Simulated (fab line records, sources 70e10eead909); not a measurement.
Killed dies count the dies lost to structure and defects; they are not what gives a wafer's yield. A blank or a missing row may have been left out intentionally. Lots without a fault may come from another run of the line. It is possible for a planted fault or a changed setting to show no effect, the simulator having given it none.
fab line records	flow nand_harc
record: lots: 11	wafers: 33	last_day: 33
route steps=1302 shown A_ONON_D1@447 A_CHANNEL_HOLE_D1@479 END@1302
lots that met no fault: taken from a fault-free run of the same line
start_h: hours from the record's first day to the start of the lot's first wafer shown	wait_h: hours since the lot's step before	" as in the row above	L1.1+2: one row covering several wafers at once	- value missing, or start not given	* or withheld: withheld	< > ~ a bound
route shown NAME@n: NAME is a module with steps in the file, n the number in the route of the first one	usual: average and standard deviation across the fault-free wafers	same: alike in all rows	chamber/n: place in a boat	sites: readings site by site	_std_site: standard deviation across them	_edge_site: outer sites' mean less inner sites'	radius_mm: how far each site lies from the wafer's centre	mask NAME#n: copy n	behind: the last tool/chamber to shape the wafer	hold: why the lot was held/for how many hours/how that ended	device: the transistor (n, p or np) that didn't switch	end of line: tests of these same wafers at the route's end	a step without rows: its recipe alone	killed: at the first sort, the dies lost to defects and structure; wafer yield is something else	map: dies across one wafer; x = killed, . = not, _ = none there
set.NAME: the setting as run; set.NAME@STEP: as run at that earlier step	model.NAME: the simulator's own value behind a step, which no gauge read
route steps across a sampled set of lots; one table per step, one row per wafer
services: when a tool's chamber went out of use (start_h, in hours from the record's first day, below 0 if earlier), for how many hours, and the reason
== steps ==
step: NHARC_A_ONON_D1_THK_MEAS_34
recipe: thk_meas_gauge: ellipsometry
usual: thk_nm: 200.0/2.7
lot.wafer	tool	chamber	start_h	wait_h	thk_nm
L114.2	film_metro-02	-	180.00	-	199.2
L114.3	"	-	"	"	200.2
L114.6	"	-	"	"	203.4
L116.1	film_metro-01	-	208.48	-	196.6
L116.2	"	-	"	"	192.9
L116.5	"	-	"	"	198.9
L118.1	film_metro-01	-	223.15	-	199.1
L118.3	"	-	"	"	197.9
L118.4	"	-	"	"	201.5
L119.1	film_metro-02	-	241.91	-	201.6
L119.3	"	-	"	"	201.3
L119.5	"	-	"	"	203.9
L121.3	film_metro-02	-	264.39	-	198.0
L121.4	"	-	"	"	205.4
L121.6	"	-	"	"	201.7
L125.3	film_metro-02	-	293.37	-	201.0
L125.4	"	-	"	"	204.0
L125.6	"	-	"	"	201.1
L124.1	film_metro-01	-	293.39	-	197.5
L124.4	"	-	"	"	199.9
L124.6	"	-	"	"	202.8
L126.3	film_metro-01	-	301.36	-	197.6
L126.4	"	-	"	"	203.2
L126.6	"	-	"	"	200.3
L132.1	film_metro-01	-	361.16	-	198.9
L132.2	"	-	"	"	195.1
L132.5	"	-	"	"	199.1
L135.1	film_metro-01	-	392.94	-	200.4
L135.2	"	-	"	"	194.5
L135.4	"	-	"	"	203.2
L136.1	film_metro-01	-	406.03	-	197.4
L136.3	"	-	"	"	198.6
L136.5	"	-	"	"	200.5
step: NHARC_A_CHANNEL_HOLE_D1_ETCH_33
recipe: bias_v: 400	source_w: 2000	pressure_mtorr: 25	time_s: 90	ar_flow_sccm: 375	c4f8_flow_sccm: 41.7	o2_flow_sccm: 83.3	temp_c: -20	target_depth_a: 4000	chemistry: C4F8/O2/Ar
usual: drypump_motor_current_A: 5.6/0.41	showerhead_plenum_p_Torr: 3.59/0.047	throttle_valve_pct: 27.619/0.0088
lot.wafer	tool	chamber	start_h	wait_h	drypump_motor_current_A	rf_hours_counter_h	showerhead_plenum_p_Torr	throttle_valve_pct
L114.2	har_etch-02	0	188.33	0.2	5.7	298	3.70	27.608
L114.3	"	1	"	"	5.2	-	3.59	27.631
L114.6	"	1	"	"	5.2	-	3.59	27.608
L116.1	har_etch-01	1	222.56	-	5.1	114	3.60	27.633
L116.2	"	0	"	"	6.1	114	3.60	27.620
L116.5	"	1	"	"	5.2	-	3.60	27.621
L118.1	har_etch-01	0	232.86	0.2	6.1	118	3.60	27.629
L118.4	"	0	"	"	6.1	-	3.60	27.614
L118.3	"	1	"	"	5.2	-	3.60	27.614
L119.1	har_etch-02	0	250.05	0.2	5.7	336	3.68	27.626
L119.3	"	0	"	"	5.7	-	3.68	27.607
L119.5	"	1	"	"	5.2	-	3.56	27.626
L121.4	har_etch-02	1	274.30	0.2	5.2	-	3.56	27.637
L121.3	"	0	"	"	5.8	-	3.67	27.627
L121.6	"	1	"	"	5.3	-	3.56	27.622
L125.3	har_etch-01	1	301.57	0.2	5.1	-	3.58	27.618
L125.4	"	0	"	"	6.2	-	3.58	27.618
L125.6	"	0	"	"	6.1	-	3.58	27.605
L124.1	har_etch-02	0	302.65	0.2	5.7	364	3.66	27.620
L124.4	"	1	"	"	5.2	-	3.55	27.620
L124.6	"	1	"	"	5.2	-	3.55	27.615
L126.3	har_etch-02	0	310.56	0.2	5.7	-	3.66	27.611
L126.4	"	1	"	"	5.2	-	3.55	27.618
L126.6	"	1	"	"	5.2	-	3.55	27.621
L132.1	har_etch-01	0	369.79	0.2	6.1	194	3.56	27.625
L132.2	"	1	"	"	5.1	194	3.56	27.598
L132.5	"	1	"	"	5.2	-	3.56	27.626
L135.1	har_etch-01	0	401.06	0.2	6.2	221	3.55	27.602
L135.2	"	1	"	"	5.1	221	3.54	27.614
L135.4	"	0	"	"	6.1	-	3.55	27.639
L136.1	har_etch-01	0	416.97	0.2	6.1	229	3.54	27.630
L136.3	"	1	"	"	5.1	-	3.54	27.625
L136.5	"	1	"	"	5.2	-	3.54	27.627
step: NHARC_A_CHANNEL_HOLE_D1_ETCH_44
recipe: target_depth_a: 1400	overetch_a: 140	time_s: 77	ion_energy_ev: 100	cf4_flow_sccm: 80	o2_flow_sccm: 20	ar_flow_sccm: 0	rf_w: 300	bias_w: 100	chemistry: CF4/O2
usual: drypump_motor_current_A: 5.7/0.34	oes_product_au: 1.001/0.0073	rf_vpp_V: 198.2/1.5	showerhead_plenum_p_Torr: 1.36/0.059	throttle_valve_pct: 13.396/0.0088
lot.wafer	tool	chamber	start_h	wait_h	drypump_motor_current_A	oes_product_au	rf_hours_counter_h	rf_vpp_V	showerhead_plenum_p_Torr	throttle_valve_pct
L114.2	rie_diel-02	3	192.13	3.1	5.8	0.997	38	196.3	1.26	13.396
L114.3	"	0	"	"	5.9	0.997	41	197.4	1.32	13.413
L114.6	"	1	"	"	5.4	0.992	-	199.0	1.44	13.385
L116.1	rie_diel-10	2	223.31	0.1	5.6	1.018	12	198.9	1.43	13.400
L116.2	"	1	"	"	5.7	1.006	11	197.7	1.33	13.393
L116.5	"	2	"	"	5.5	1.006	-	200.0	1.43	13.404
L118.1	rie_diel-10	2	233.61	0.1	5.5	0.999	12	200.7	1.43	13.392
L118.4	"	3	"	"	5.3	1.005	13	197.5	1.29	13.399
L118.3	"	0	"	"	5.7	1.011	11	199.2	1.40	13.392
L119.3	rie_diel-02	1	250.80	0.1	5.4	1.000	9	199.7	1.43	13.402
L119.1	"	0	"	"	5.9	1.004	8	197.3	1.31	13.379
L119.5	"	1	"	"	5.5	0.992	-	199.6	1.43	13.395
L121.3	rie_diel-10	3	275.02	0.1	5.3	1.016	3	196.2	1.29	13.397
L121.4	"	3	"	"	5.3	1.009	-	196.8	1.29	13.400
L121.6	"	2	"	"	5.5	1.004	-	200.3	1.43	13.401
L125.3	rie_diel-08	3	302.25	0.1	6.0	1.004	32	199.5	1.42	13.400
L125.4	"	2	"	"	6.2	1.002	35	198.5	1.36	13.393
L125.6	"	3	"	"	6.0	0.998	-	199.5	1.42	13.400
L124.4	rie_diel-08	1	303.73	0.1	5.7	1.005	36	197.0	1.31	13.409
L124.1	"	2	"	"	6.2	1.012	36	197.5	1.36	13.393
L124.6	"	1	"	"	5.6	1.007	-	197.3	1.31	13.412
L126.4	rie_diel-02	3	311.36	0.1	5.8	1.001	-	195.6	1.25	13.395
L126.3	"	1	"	"	5.4	0.996	-	200.1	1.43	13.384
L126.6	"	3	"	"	5.8	1.007	-	195.7	1.25	13.397
L132.2	rie_diel-10	0	370.57	0.1	5.7	0.993	10	199.2	1.39	13.387
L132.1	"	2	"	"	5.5	1.003	14	199.7	1.43	13.402
L132.5	"	0	"	"	5.7	0.985	-	197.9	1.39	13.391
L135.1	rie_diel-10	1	401.81	0.1	5.7	0.988	11	196.6	1.32	13.375
L135.2	"	2	"	"	5.5	1.000	17	199.2	1.43	13.405
L135.4	"	0	"	"	5.6	1.017	13	198.2	1.39	13.382
L136.1	rie_diel-08	0	417.70	0.1	6.4	0.992	13	196.7	1.31	13.401
L136.3	"	2	"	"	6.2	1.011	16	199.4	1.35	13.397
L136.5	"	0	"	"	6.4	0.979	-	197.1	1.30	13.395
step: NHARC_A_CHANNEL_HOLE_D1_STRIP_27
recipe: o2_flow_sccm: 500	ar_flow_sccm: 0	bias_w: 0	chemistry: O2
usual: drypump_motor_current_A: 5.7/0.32	oes_product_au: 1.002/0.0077	rf_vpp_V: 57.9/0.86	showerhead_plenum_p_Torr: 3.58/0.15	throttle_valve_pct: 17.035/0.009
lot.wafer	tool	chamber	start_h	wait_h	drypump_motor_current_A	oes_product_au	rf_hours_counter_h	rf_vpp_V	showerhead_plenum_p_Torr	throttle_valve_pct
L114.3	rie_diel-02	1	-	-	5.5	1.004	43	58.5	3.78	17.027
L114.2	"	2	"	"	6.6	1.004	39	58.1	3.66	17.040
L114.6	"	2	"	"	6.6	1.001	-	56.5	3.66	17.034
L116.1	rie_diel-10	3	-	-	5.4	0.997	12	56.7	3.42	17.040
L116.2	"	2	"	"	5.5	1.005	12	56.6	3.77	17.039
L116.5	"	3	"	"	5.4	1.002	-	58.2	3.42	17.045
L118.1	rie_diel-10	3	-	-	5.4	1.005	13	56.6	3.42	17.034
L118.4	"	1	"	"	5.7	0.987	12	58.5	3.51	17.057
L118.3	"	2	"	"	5.6	1.007	12	58.5	3.77	17.027
L119.1	rie_diel-02	2	-	-	6.6	0.993	7	57.4	3.66	17.041
L119.3	"	3	"	"	5.8	1.004	7	57.0	3.33	17.039
L119.5	"	0	"	"	6.0	1.000	-	58.4	3.48	17.033
L121.3	rie_diel-10	3	-	-	5.4	1.016	3	58.1	3.41	17.057
L121.4	"	2	"	"	5.6	1.007	-	57.3	3.77	17.037
L121.6	"	3	"	"	5.3	1.014	-	57.5	3.41	17.039
L125.4	rie_diel-08	3	-	-	6.1	0.993	32	57.0	3.75	17.045
L125.3	"	0	"	"	6.4	0.998	33	57.9	3.47	17.029
L125.6	"	2	"	"	6.2	1.006	-	58.2	3.59	17.027
L124.4	rie_diel-08	3	-	-	6.1	1.009	33	59.8	3.75	17.041
L124.1	"	0	"	"	6.4	0.996	33	56.6	3.47	17.016
L124.6	"	0	"	"	6.4	0.999	-	57.5	3.47	17.038
L126.3	rie_diel-02	1	311.69	0.3	5.5	0.994	-	56.9	3.76	17.034
L126.4	"	3	"	"	5.8	1.002	-	57.4	3.32	17.031
L126.6	"	1	"	"	5.5	1.000	-	57.7	3.76	17.023
L132.1	rie_diel-10	1	-	-	5.7	0.985	9	57.6	3.50	17.051
L132.2	"	0	"	"	5.7	0.998	11	57.5	3.68	17.023
L132.5	"	2	"	"	5.6	0.989	-	58.5	3.76	17.041
L135.1	rie_diel-10	0	-	-	5.6	0.999	13	57.2	3.67	17.042
L135.4	"	2	"	"	5.6	0.999	17	57.0	3.76	17.012
L135.2	"	3	"	"	5.3	0.989	14	57.1	3.41	17.042
L136.3	rie_diel-08	0	-	-	6.4	0.991	13	58.0	3.45	17.036
L136.1	"	2	"	"	6.2	1.011	16	59.7	3.57	17.036
L136.5	"	3	"	"	6.1	0.995	-	57.4	3.73	17.031
step: NHARC_A_CHANNEL_HOLE_D1_INSPECT_40
usual: raw_defect_count: 79/25
lot.wafer	tool	chamber	start_h	wait_h	hold	raw_defect_count
L114.2	defect_inspect-02	-	193.14	-	-	91
L114.3	"	-	"	"	-	125
L114.6	"	-	"	"	-	100
L116.1	defect_inspect-02	-	224.30	-	-	53
L116.2	"	-	"	"	-	58
L116.5	"	-	"	"	-	61
L118.1	defect_inspect-02	-	234.60	-	-	54
L118.3	"	-	"	"	-	50
L118.4	"	-	"	"	-	62
L119.1	defect_inspect-01	-	251.79	-	-	87
L119.3	"	-	"	"	-	89
L119.5	"	-	"	"	-	110
L121.3	defect_inspect-02	-	276.13	-	-	113
L121.4	"	-	"	"	-	97
L121.6	"	-	"	"	-	102
L125.3	defect_inspect-02	-	303.23	-	-	64
L125.4	"	-	"	"	-	77
L125.6	"	-	"	"	-	77
L124.1	defect_inspect-02	-	305.03	-	await_dispo/0.2h/release	680
L124.4	"	-	"	"	await_dispo/0.2h/release	738
L124.6	"	-	"	"	await_dispo/0.2h/release	638
L124.1	defect_inspect-02	-	305.21	0.2	-	680
L124.4	"	-	"	"	-	742
L124.6	"	-	"	"	-	649
L126.3	defect_inspect-02	-	312.68	-	await_dispo/0.2h/release	701
L126.4	"	-	"	"	await_dispo/0.2h/release	749
L126.6	"	-	"	"	await_dispo/0.2h/release	766
L126.3	defect_inspect-02	-	312.85	0.2	-	712
L126.4	"	-	"	"	-	757
L126.6	"	-	"	"	-	761
L132.1	defect_inspect-01	-	371.67	-	-	46
L132.2	"	-	"	"	-	48
L132.5	"	-	"	"	-	54
L135.1	defect_inspect-01	-	402.79	-	-	80
L135.2	"	-	"	"	-	79
L135.4	"	-	"	"	-	66
L136.1	defect_inspect-02	-	418.66	-	-	46
L136.3	"	-	"	"	-	64
L136.5	"	-	"	"	-	84
step: NHARC_END_SORT_01
recipe: temp_c: 25
usual: killed_at_array: 59/19	killed_at_other: 0.6/0.85	killed_at_periphery: 3.8/2.5	killed_dies: 64/19	killed_open: 3.3/1.8	killed_short: 2.2/1.6
same: gross_dies: 677
lot.wafer	tool	chamber	start_h	wait_h	killed_at_array	killed_at_other	killed_at_periphery	killed_dies	killed_open	killed_short
L124.1	prober-02	0	681.72	2.5	116	0	5	121	2	2
L124.4	prober-02	0	684.13	3.4	90	0	9	99	0	6
L124.6	prober-02	0	685.74	4.0	84	0	5	89	7	0
L126.3	prober-02	0	700.93	5.5	138	0	3	141	4	0
L126.4	prober-02	0	701.73	5.8	100	0	2	102	5	2
L126.6	prober-02	0	703.35	6.4	105	0	4	109	3	3
killed by level:class
L124.1 A_CHANNEL_HOLE_D1:unspecified=75 A_CHANNEL_HOLE_D2:chamber_film_flake=14 A_CHANNEL_HOLE_D1:chamber_film_flake=11 A_CONTACT:chamber_film_flake=6 P_GATE:chamber_film_flake=2 A_SLIT:chamber_film_flake=2 A_STAIRCASE:chamber_film_flake=2 A_WL_FILL:chamber_film_flake=2
L124.4 A_CHANNEL_HOLE_D1:unspecified=48 A_CHANNEL_HOLE_D2:chamber_film_flake=20 P_GATE:chamber_film_flake=6 A_CHANNEL_HOLE_D1:chamber_film_flake=6 A_STAIRCASE:chamber_film_flake=4 A_ZERO_WELL:chamber_film_flake=3 A_WL_FILL:geometric_particle:short=2 A_CHANNEL_FILL_D1:chamber_film_flake=2
L124.6 A_CHANNEL_HOLE_D1:unspecified=45 A_CHANNEL_HOLE_D2:chamber_film_flake=22 A_CHANNEL_HOLE_D1:chamber_film_flake=6 P_GATE:chamber_film_flake=2 A_SLIT:chamber_film_flake=2 A_CONTACT:chamber_film_flake=2 P_ZERO_WELL:geometric_particle:open=1 P_STI:geometric_particle:open=1
L126.3 A_CHANNEL_HOLE_D1:unspecified=79 A_SLIT:chamber_film_flake=29 A_CHANNEL_HOLE_D2:chamber_film_flake=12 A_CHANNEL_HOLE_D1:chamber_film_flake=8 A_CONTACT:chamber_film_flake=4 A_CHANNEL_FILL_D2:geometric_particle:open=2 A_WL_FILL:chamber_film_flake=2 P_CONTACT:geometric_particle:open=1
L126.4 A_CHANNEL_HOLE_D1:unspecified=48 A_SLIT:chamber_film_flake=24 A_CHANNEL_HOLE_D2:chamber_film_flake=11 A_CHANNEL_HOLE_D1:chamber_film_flake=4 A_CONTACT:chamber_film_flake=3 A_ONON_D1:geometric_particle:short=2 A_CHANNEL_FILL_D1:geometric_particle:open=2 A_BONDPAD:chamber_film_flake=2
L126.6 A_CHANNEL_HOLE_D1:unspecified=50 A_SLIT:chamber_film_flake=28 A_CHANNEL_HOLE_D2:chamber_film_flake=10 A_CHANNEL_HOLE_D1:chamber_film_flake=4 A_CONTACT:chamber_film_flake=4 P_M1:chamber_film_flake=2 A_WL_FILL:chamber_film_flake=2 A_BONDPAD:chamber_film_flake=2
== services ==
tool	chamber	start_h	hours	kind
rie_diel-10	-	168.35	0.1	repair
rie_diel-10	0	172.76	-	clean
rie_diel-10	1	172.76	-	clean
rie_diel-10	2	172.76	-	clean
rie_diel-08	-	191.69	9.0	pm
rie_diel-10	-	194.77	0.6	repair
rie_diel-02	-	216.70	9.0	pm
rie_diel-10	-	242.76	9.0	pm
rie_diel-02	2	272.19	1.5	repair
rie_diel-08	1	283.86	1.2	repair
rie_diel-02	0	304.79	9.6	repair
rie_diel-02	2	306.82	7.8	repair
rie_diel-02	3	337.15	5.8	repair
rie_diel-08	1	349.31	3.2	repair
rie_diel-02	3	353.28	2.9	repair
rie_diel-10	0	361.11	7.6	repair
rie_diel-10	3	361.83	9.2	repair
rie_diel-08	3	363.40	7.2	repair
rie_diel-08	-	368.69	9.0	pm
rie_diel-02	1	371.08	4.7	repair
har_etch-02	-	377.26	17.0	pm
rie_diel-10	1	377.76	13.8	repair
rie_diel-02	-	393.70	9.0	pm
rie_diel-08	0	396.13	5.1	repair
== key ==
first_sign: step: NHARC_A_CHANNEL_HOLE_D1_INSPECT_40	reading: visit	direction: added
effect: step: NHARC_A_CHANNEL_HOLE_D1_INSPECT_40	reading: raw_defect_count	direction: up	sigmas: 26	usual: 79	struck: 712
effect: step: NHARC_END_SORT_01	reading: killed_dies	direction: up	sigmas: 2.5	usual: 64	struck: 110	wafers_moved: 2
more_kills_born_at: NHARC_A_CHANNEL_HOLE_D1_ETCH_33@har_etch-02: 227
met_at NHARC_A_CHANNEL_HOLE_D1_ETCH_33
struck_lots L124,L126
tester_left_out L124,L126
not_acting_at NHARC_A_ONON_D1_THK_MEAS_34,NHARC_A_CHANNEL_HOLE_D1_ETCH_44,NHARC_A_CHANNEL_HOLE_D1_STRIP_27
onset_between 274.30 302.65
fault: kind: chamber_particle_source	tool: har_etch-02	chamber: -	onset_h: 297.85	steps: NHARC_A_CHANNEL_HOLE_D1_ETCH_33	rate_per_visit_cm2: 0.96322	end_h: 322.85
tester_left_out: of these lots the tester's yield and bins aren't shown, on N5 and GAA mostly nor the transistor test; their killed dies are dies lost to structure and defects alone, not to doping, threshold or leakage, so they don't give the yield
